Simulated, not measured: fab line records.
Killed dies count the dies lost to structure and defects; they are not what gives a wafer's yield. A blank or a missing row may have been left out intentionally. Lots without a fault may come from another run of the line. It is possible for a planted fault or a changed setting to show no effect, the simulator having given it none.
Matching of chambers	flow nandHarc	NHARC_A_SGD_CUT_ETCH_58 on rieDiel-08 has 4 sister chambers
The step etches the open film in CF4, target depth 39 nm, time 65 s. 4 wafers are shown with their chamber, then 8 later ones without.

== WAFERS, EACH WITH ITS CHAMBER ==
wafer	chamber	drypumpMotorCurrentA (A)
L093.1	2	5.4
L093.5	1	6.5
L093.6	0	6.7
L094.1	3	5.6

== WAFERS WHOSE CHAMBER IS MISSING ==
wafer	drypumpMotorCurrentA (A)
L094.3	5.4
L094.6	5.4
L096.2	6.6
L096.4	6.7
L096.5	6.7
L097.1	5.6
L097.3	6.5
L097.5	6.7

== THE CHAMBER EACH PASSED THROUGH ==
wafer	from the rows above	in truth
L094.3	2	2
L094.6	2	2
L096.2	can't be placed: 1 or 0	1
L096.4	0	0
L096.5	0	0
L097.1	3	3
L097.3	1	1
L097.5	0	0
Placed correctly: 7 of 8. Can't be placed from these rows: 1 (the true chamber is among the candidates in 1). 0 placed wrongly.
How it was worked out, from the rows above alone: a wafer's distance from a chamber is the root of the sum, over the readings, of the square of ((its reading less the chamber's mean) divided by the reading's scatter). The wafer belongs to the nearest chamber; if the next one is less than 2 further off, it can't be placed. Each chamber's mean is taken over the wafers shown for it. The scatter (one wafer shown for each chamber): square how far every hidden wafer sits from the nearest shown wafer, average those squares and take the square root.
